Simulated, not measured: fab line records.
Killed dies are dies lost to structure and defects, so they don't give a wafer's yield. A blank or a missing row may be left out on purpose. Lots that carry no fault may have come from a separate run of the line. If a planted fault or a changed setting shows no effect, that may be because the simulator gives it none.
fab line records / flow nandHarc
record: lots: 6 wafers: 18 lastDay: 33
route steps=1302 shown P_BONDPAD@386 A_START@389 A_ZERO_WELL@390 END@1302
lots that met no fault: taken from a fault-free run of the same line
startH: hours from the record's opening day to when the first of the lot's shown wafers began / waitH: hours since the lot's step before / " as in the row above / L1.1+2: a row that stands for several wafers / - either no value or no given start / * or withheld: withheld / < > ~ a bound
route shown NAME@n: names a module that has steps shown in the file, with the first one's number in the route / usual: mean/standard deviation taken from wafers without a fault / same: alike in all rows / chamber/n: place in a boat / sites: the reading at each site / _std_site: their standard deviation / _edge_site: mean of outer sites minus mean of inner sites / radiusMm: how far each site lies from the wafer's centre / mask NAME#n: copy n / behind: tool/chamber where the wafer was last shaped / hold: what put the lot on hold/how long, in hours/how the hold closed / device: the n, p or np transistor that did not switch / end of line: at the end of the route, the tests of the same wafers / a step with no rows: only its recipe / killed: not the wafer's yield, but the dies lost to structure and defects at the first sort / map: dies across one wafer; x = killed, . = not, _ = none there
set.NAME: the setting the step ran with; set.NAME@STEP: the setting that earlier step ran with / model.NAME: the simulator's own value behind a step, which no gauge read
certain route steps with their lots: each step a table, each wafer a row
services: the hour from which a tool's chamber was out of use, counted from the record's first day as startH (under 0 if before that day), plus the number of hours and why
== steps ==
step: NHARC_P_BONDPAD_ACTIVATE_29
recipe: timeS: 60 n2FlowSccm: 200 arFlowSccm: 0 biasPowerW: 0 chemistry: N2
usual: drypumpMotorCurrentA: 5.6/0.41 oesProductAu: 0.997/0.01 rfVppV: 64.1/1 showerheadPlenumPTorr: 1.75/0.081
lot.wafer=L151.2 tool=rieDiel-03 chamber=2 startH=167.12 waitH=0.1 drypumpMotorCurrentA=6.1 oesProductAu=1.003 rfHoursCounterH=1.4 rfVppV=65.7 showerheadPlenumPTorr=1.84
lot.wafer=L151.1 tool=rieDiel-03 chamber=1 startH=167.12 waitH=0.1 drypumpMotorCurrentA=5.6 oesProductAu=1.006 rfHoursCounterH=0.9 rfVppV=63.4 showerheadPlenumPTorr=1.67
lot.wafer=L151.6 tool=rieDiel-03 chamber=3 startH=167.12 waitH=0.1 drypumpMotorCurrentA=6.1 oesProductAu=0.999 rfHoursCounterH=- rfVppV=64.9 showerheadPlenumPTorr=1.86
lot.wafer=L152.2 tool=rieDiel-03 chamber=3 startH=174.84 waitH=0.1 drypumpMotorCurrentA=6.1 oesProductAu=0.999 rfHoursCounterH=1.8 rfVppV=65.2 showerheadPlenumPTorr=1.86
lot.wafer=L152.6 tool=rieDiel-03 chamber=0 startH=174.84 waitH=0.1 drypumpMotorCurrentA=5.6 oesProductAu=0.999 rfHoursCounterH=- rfVppV=64.1 showerheadPlenumPTorr=1.70
lot.wafer=L152.5 tool=rieDiel-03 chamber=1 startH=174.84 waitH=0.1 drypumpMotorCurrentA=5.7 oesProductAu=0.997 rfHoursCounterH=- rfVppV=61.8 showerheadPlenumPTorr=1.68
lot.wafer=L160.1 tool=rieDiel-02 chamber=1 startH=255.58 waitH=0.1 drypumpMotorCurrentA=5.9 oesProductAu=0.995 rfHoursCounterH=1.4 rfVppV=64.0 showerheadPlenumPTorr=1.80
lot.wafer=L160.4 tool=rieDiel-02 chamber=2 startH=255.58 waitH=0.1 drypumpMotorCurrentA=5.4 oesProductAu=0.968 rfHoursCounterH=1.3 rfVppV=62.0 showerheadPlenumPTorr=1.68
lot.wafer=L160.3 tool=rieDiel-02 chamber=3 startH=255.58 waitH=0.1 drypumpMotorCurrentA=4.8 oesProductAu=1.000 rfHoursCounterH=1.5 rfVppV=62.3 showerheadPlenumPTorr=1.72
lot.wafer=L165.2 tool=rieDiel-03 chamber=3 startH=311.37 waitH=0.1 drypumpMotorCurrentA=6.1 oesProductAu=1.004 rfHoursCounterH=0.7 rfVppV=65.5 showerheadPlenumPTorr=1.86
lot.wafer=L165.1 tool=rieDiel-03 chamber=1 startH=311.37 waitH=0.1 drypumpMotorCurrentA=5.6 oesProductAu=1.009 rfHoursCounterH=1.0 rfVppV=63.0 showerheadPlenumPTorr=1.67
lot.wafer=L165.6 tool=rieDiel-03 chamber=0 startH=311.37 waitH=0.1 drypumpMotorCurrentA=5.6 oesProductAu=0.998 rfHoursCounterH=- rfVppV=64.1 showerheadPlenumPTorr=1.70
lot.wafer=L167.2 tool=rieDiel-02 chamber=1 startH=320.36 waitH=0.1 drypumpMotorCurrentA=5.8 oesProductAu=0.994 rfHoursCounterH=6.0 rfVppV=63.8 showerheadPlenumPTorr=1.80
lot.wafer=L167.4 tool=rieDiel-02 chamber=2 startH=320.36 waitH=0.1 drypumpMotorCurrentA=5.4 oesProductAu=0.983 rfHoursCounterH=6.2 rfVppV=62.5 showerheadPlenumPTorr=1.67
lot.wafer=L167.3 tool=rieDiel-02 chamber=3 startH=320.36 waitH=0.1 drypumpMotorCurrentA=4.8 oesProductAu=1.000 rfHoursCounterH=5.8 rfVppV=63.2 showerheadPlenumPTorr=1.72
lot.wafer=L171.1 tool=rieDiel-03 chamber=0 startH=368.35 waitH=0.1 drypumpMotorCurrentA=5.5 oesProductAu=0.992 rfHoursCounterH=2.1 rfVppV=63.5 showerheadPlenumPTorr=1.70
lot.wafer=L171.4 tool=rieDiel-03 chamber=2 startH=368.35 waitH=0.1 drypumpMotorCurrentA=6.1 oesProductAu=0.983 rfHoursCounterH=2.3 rfVppV=63.3 showerheadPlenumPTorr=1.83
lot.wafer=L171.5 tool=rieDiel-03 chamber=0 startH=368.35 waitH=0.1 drypumpMotorCurrentA=5.5 oesProductAu=0.985 rfHoursCounterH=- rfVppV=65.2 showerheadPlenumPTorr=1.70
step: NHARC_P_BONDPAD_PRECLEAN_30
recipe: timeS: 300 tempC: 23 chemistry: DIW
step: NHARC_P_BONDPAD_SRD_31
recipe: timeS: 30 tempC: 23 dryTimeS: 20 spinRpm: 1500
step: NHARC_A_START_INSPECT_01
usual: rawDefectCount: 3.4/1.6
lot.wafer=L151.1 tool=defectInspect-02 chamber=- startH=167.53 waitH=- rawDefectCount=2
lot.wafer=L151.2 tool=defectInspect-02 chamber=- startH=167.53 waitH=- rawDefectCount=5
lot.wafer=L151.6 tool=defectInspect-02 chamber=- startH=167.53 waitH=- rawDefectCount=3
lot.wafer=L152.2 tool=defectInspect-01 chamber=- startH=175.21 waitH=- rawDefectCount=3
lot.wafer=L152.5 tool=defectInspect-01 chamber=- startH=175.21 waitH=- rawDefectCount=5
lot.wafer=L152.6 tool=defectInspect-01 chamber=- startH=175.21 waitH=- rawDefectCount=2
lot.wafer=L160.1 tool=defectInspect-01 chamber=- startH=255.98 waitH=- rawDefectCount=2
lot.wafer=L160.3 tool=defectInspect-01 chamber=- startH=255.98 waitH=- rawDefectCount=7
lot.wafer=L160.4 tool=defectInspect-01 chamber=- startH=255.98 waitH=- rawDefectCount=4
lot.wafer=L165.1 tool=defectInspect-02 chamber=- startH=311.77 waitH=- rawDefectCount=5
lot.wafer=L165.2 tool=defectInspect-02 chamber=- startH=311.77 waitH=- rawDefectCount=4
lot.wafer=L165.6 tool=defectInspect-02 chamber=- startH=311.77 waitH=- rawDefectCount=2
lot.wafer=L167.2 tool=defectInspect-01 chamber=- startH=320.77 waitH=- rawDefectCount=5
lot.wafer=L167.3 tool=defectInspect-01 chamber=- startH=320.77 waitH=- rawDefectCount=1
lot.wafer=L167.4 tool=defectInspect-01 chamber=- startH=320.77 waitH=- rawDefectCount=5
lot.wafer=L171.1 tool=defectInspect-01 chamber=- startH=368.74 waitH=- rawDefectCount=8
lot.wafer=L171.4 tool=defectInspect-01 chamber=- startH=368.74 waitH=- rawDefectCount=3
lot.wafer=L171.5 tool=defectInspect-01 chamber=- startH=368.74 waitH=- rawDefectCount=4
step: NHARC_A_ZERO_WELL_PRECLEAN_00
recipe: timeS: 600 tempC: 120 chemistry: SPM
step: NHARC_A_ZERO_WELL_SRD_01
step: NHARC_A_ZERO_WELL_DEHYDRATE_02
recipe: tempC: 150 timeS: 120
step: NHARC_A_ZERO_WELL_HMDS_03
recipe: timeS: 30
step: NHARC_A_ZERO_WELL_COAT_18
recipe: tempC: 200 timeS: 65
step: NHARC_A_ZERO_WELL_COAT_04
recipe: spinRpm: 2000 resistThkNm: 600
step: NHARC_A_ZERO_WELL_SOFTBAKE_05
recipe: tempC: 125 timeS: 70
step: NHARC_A_ZERO_WELL_EBR_06
step: NHARC_A_ZERO_WELL_EXPOSE_07
recipe: na: 0.55 doseMj: 33.85 maskId: A_ZERO
usual: exposureDoseMJCm2: 34.10/0.18
lot.wafer=L151.1 tool=krfScanner-04 chamber=0 startH=168.22 waitH=- mask=A_ZERO#0 exposureDoseMJCm2=34.21
lot.wafer=L151.2 tool=krfScanner-04 chamber=0 startH=168.22 waitH=- mask=A_ZERO#0 exposureDoseMJCm2=34.20
lot.wafer=L151.6 tool=krfScanner-04 chamber=0 startH=168.22 waitH=- mask=A_ZERO#0 exposureDoseMJCm2=34.23
lot.wafer=L152.2 tool=krfScanner-04 chamber=0 startH=175.78 waitH=- mask=A_ZERO#0 exposureDoseMJCm2=34.21
lot.wafer=L152.5 tool=krfScanner-04 chamber=0 startH=175.78 waitH=- mask=A_ZERO#0 exposureDoseMJCm2=34.16
lot.wafer=L152.6 tool=krfScanner-04 chamber=0 startH=175.78 waitH=- mask=A_ZERO#0 exposureDoseMJCm2=34.19
lot.wafer=L160.1 tool=krfScanner-04 chamber=0 startH=256.55 waitH=- mask=A_ZERO#0 exposureDoseMJCm2=43.10
lot.wafer=L160.3 tool=krfScanner-04 chamber=0 startH=256.55 waitH=- mask=A_ZERO#0 exposureDoseMJCm2=43.09
lot.wafer=L160.4 tool=krfScanner-04 chamber=0 startH=256.55 waitH=- mask=A_ZERO#0 exposureDoseMJCm2=43.10
lot.wafer=L165.1 tool=krfScanner-04 chamber=0 startH=312.46 waitH=- mask=A_ZERO#0 exposureDoseMJCm2=41.26
lot.wafer=L165.2 tool=krfScanner-04 chamber=0 startH=312.46 waitH=- mask=A_ZERO#0 exposureDoseMJCm2=41.30
lot.wafer=L165.6 tool=krfScanner-04 chamber=0 startH=312.46 waitH=- mask=A_ZERO#0 exposureDoseMJCm2=41.31
lot.wafer=L167.2 tool=krfScanner-02 chamber=0 startH=321.46 waitH=- mask=A_ZERO#0 exposureDoseMJCm2=33.87
lot.wafer=L167.3 tool=krfScanner-02 chamber=0 startH=321.46 waitH=- mask=A_ZERO#0 exposureDoseMJCm2=33.82
lot.wafer=L167.4 tool=krfScanner-02 chamber=0 startH=321.46 waitH=- mask=A_ZERO#0 exposureDoseMJCm2=33.84
lot.wafer=L171.1 tool=krfScanner-02 chamber=0 startH=369.43 waitH=- mask=A_ZERO#0 exposureDoseMJCm2=33.85
lot.wafer=L171.4 tool=krfScanner-02 chamber=0 startH=369.43 waitH=- mask=A_ZERO#0 exposureDoseMJCm2=33.83
lot.wafer=L171.5 tool=krfScanner-02 chamber=0 startH=369.43 waitH=- mask=A_ZERO#0 exposureDoseMJCm2=33.82
step: NHARC_A_ZERO_WELL_PEB_08
recipe: pebTempC: 128 pebTimeS: 80
step: NHARC_A_ZERO_WELL_DEVELOP_09
recipe: timeS: 50 devTempC: 22
step: NHARC_A_ZERO_WELL_CD_MEAS_10
recipe: targetCdNm: 2000 landingEnergyEv: 500
usual: cdNm: 1999.5/1.6
lot.wafer=L151.1 tool=cdSem-01 chamber=0 startH=168.37 waitH=- hold=- cdNm=2000.9
lot.wafer=L151.2 tool=cdSem-01 chamber=0 startH=168.37 waitH=- hold=- cdNm=1999.9
lot.wafer=L151.6 tool=cdSem-01 chamber=0 startH=168.37 waitH=- hold=- cdNm=1998.1
lot.wafer=L152.2 tool=cdSem-03 chamber=0 startH=175.93 waitH=- hold=- cdNm=1997.0
lot.wafer=L152.5 tool=cdSem-03 chamber=0 startH=175.93 waitH=- hold=- cdNm=1996.5
lot.wafer=L152.6 tool=cdSem-03 chamber=0 startH=175.93 waitH=- hold=- cdNm=1999.0
lot.wafer=L160.1 tool=cdSem-02 chamber=0 startH=256.70 waitH=- hold=awaitDispo/0.2h/release cdNm=2009.6
lot.wafer=L160.3 tool=cdSem-02 chamber=0 startH=256.70 waitH=- hold=awaitDispo/0.2h/release cdNm=2007.2
lot.wafer=L160.4 tool=cdSem-02 chamber=0 startH=256.70 waitH=- hold=awaitDispo/0.2h/release cdNm=2006.0
lot.wafer=L160.1 tool=cdSem-02 chamber=0 startH=- waitH=- hold=- cdNm=2009.1
lot.wafer=L160.3 tool=cdSem-02 chamber=0 startH=- waitH=- hold=- cdNm=2006.9
lot.wafer=L160.4 tool=cdSem-02 chamber=0 startH=- waitH=- hold=- cdNm=2005.8
lot.wafer=L165.1 tool=cdSem-02 chamber=0 startH=312.61 waitH=- hold=- cdNm=2003.9
lot.wafer=L165.2 tool=cdSem-02 chamber=0 startH=312.61 waitH=- hold=- cdNm=2004.1
lot.wafer=L165.6 tool=cdSem-02 chamber=0 startH=312.61 waitH=- hold=- cdNm=2004.4
lot.wafer=L167.2 tool=cdSem-02 chamber=0 startH=321.61 waitH=- hold=- cdNm=2001.2
lot.wafer=L167.3 tool=cdSem-02 chamber=0 startH=321.61 waitH=- hold=- cdNm=2001.1
lot.wafer=L167.4 tool=cdSem-02 chamber=0 startH=321.61 waitH=- hold=- cdNm=2002.7
lot.wafer=L171.1 tool=cdSem-01 chamber=0 startH=369.58 waitH=- hold=- cdNm=1999.7
lot.wafer=L171.4 tool=cdSem-01 chamber=0 startH=369.58 waitH=- hold=- cdNm=1999.3
lot.wafer=L171.5 tool=cdSem-01 chamber=0 startH=369.58 waitH=- hold=- cdNm=2000.3
step: NHARC_END_SORT_01
recipe: tempC: 25
usual: killedAtArray: 55/19 killedAtOther: 0.8/1.1 killedAtPeriphery: 4.0/2.6 killedDies: 60/20 killedOpen: 3.4/1.7 killedShort: 2.6/1.5
same: grossDies: 677
lot.wafer=L160.1 tool=prober-01 chamber=0 startH=674.59 waitH=2.5 killedAtArray=46 killedAtOther=1 killedAtPeriphery=1 killedDies=48 killedOpen=3 killedShort=5
lot.wafer=L160.4 tool=prober-01 chamber=0 startH=676.99 waitH=3.4 killedAtArray=55 killedAtOther=0 killedAtPeriphery=3 killedDies=58 killedOpen=3 killedShort=2
killed by level:class
L160.1 A_SLIT:chamberFilmFlake=33 A_CHANNEL_HOLE_D1:chamberFilmFlake=3 A_CHANNEL_HOLE_D1:geometricParticle:short=2 A_CHANNEL_FILL_D1:geometricParticle:short=2 A_CONTACT:chamberFilmFlake=2 P_CONTACT:geometricParticle:open=1 A_DECK1_JOINT:geometricParticle:open=1 A_BLC:geometricParticle:short=1
L160.4 A_SLIT:chamberFilmFlake=25 A_CHANNEL_HOLE_D1:chamberFilmFlake=12 A_STAIRCASE:chamberFilmFlake=9 A_CONTACT:chamberFilmFlake=6 P_CONTACT:geometricParticle:short=1 P_CONTACT:geometricParticle:open=1 A_DECK1_JOINT:geometricParticle:open=1 A_ONON_D2:geometricParticle:open=1
== services ==
tool=rieDiel-03 chamber=1 startH=145.67 hours=15.5 kind=repair
tool=krfScanner-04 chamber=- startH=156.35 hours=- kind=calibration
tool=rieDiel-03 chamber=0 startH=162.36 hours=- kind=clean
tool=rieDiel-03 chamber=1 startH=162.36 hours=- kind=clean
tool=rieDiel-03 chamber=2 startH=162.36 hours=- kind=clean
tool=rieDiel-03 chamber=3 startH=162.36 hours=- kind=clean
tool=rieDiel-03 chamber=2 startH=177.95 hours=23.1 kind=repair
tool=rieDiel-03 chamber=0 startH=178.80 hours=3.5 kind=repair
tool=rieDiel-03 chamber=3 startH=181.04 hours=7.9 kind=repair
tool=krfScanner-04 chamber=- startH=182.01 hours=4.0 kind=pm
tool=rieDiel-03 chamber=0 startH=186.86 hours=- kind=clean
tool=rieDiel-03 chamber=1 startH=186.86 hours=- kind=clean
tool=krfScanner-04 chamber=- startH=209.49 hours=0.4 kind=repair
tool=rieDiel-03 chamber=0 startH=211.36 hours=- kind=clean
tool=rieDiel-02 chamber=- startH=216.70 hours=9.0 kind=pm
tool=rieDiel-03 chamber=0 startH=220.92 hours=15.9 kind=repair
tool=krfScanner-04 chamber=- startH=221.43 hours=3.9 kind=repair
tool=rieDiel-03 chamber=0 startH=261.36 hours=11.1 kind=repair
tool=krfScanner-02 chamber=- startH=266.00 hours=4.0 kind=pm
tool=krfScanner-04 chamber=- startH=280.89 hours=6.2 kind=repair
tool=rieDiel-03 chamber=- startH=281.36 hours=9.0 kind=pm
tool=rieDiel-02 chamber=- startH=297.54 hours=0.7 kind=repair
tool=rieDiel-02 chamber=1 startH=321.40 hours=2.7 kind=repair
tool=krfScanner-04 chamber=- startH=354.01 hours=4.0 kind=pm
== key ==
firstSign: step: NHARC_A_ZERO_WELL_EXPOSE_07 reading: exposureDoseMJCm2 direction: up sigmas: 46 usual: 34.10 struck: 42.19
effect: step: NHARC_A_ZERO_WELL_CD_MEAS_10 reading: visit direction: added through: controlLoop
metAt NHARC_A_ZERO_WELL_EXPOSE_07
struckWafers L160.1,L160.3,L160.4,L165.1,L165.2,L165.6
testerLeftOut L160,L165
loopTrim: step: NHARC_A_ZERO_WELL_EXPOSE_07 setting: dose lots: L165
onsetBetween 175.78 256.55
fault: kind: processParameterDrift tool: krfScanner-04 chamber: - onsetH: 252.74 steps: NHARC_A_ZERO_WELL_EXPOSE_07 channel: doseMj offset: 8.8985 shape: step actsIn: theseRecipesOnly stated: 33.85
testerLeftOut: of these lots the tester's yield and bins aren't shown, on N5 and GAA mostly nor the transistor test; their killed dies are dies lost to structure and defects alone, not to doping, threshold or leakage, so they don't give the yield
loopTrim: a control loop set the setting to another value than it would have without faults
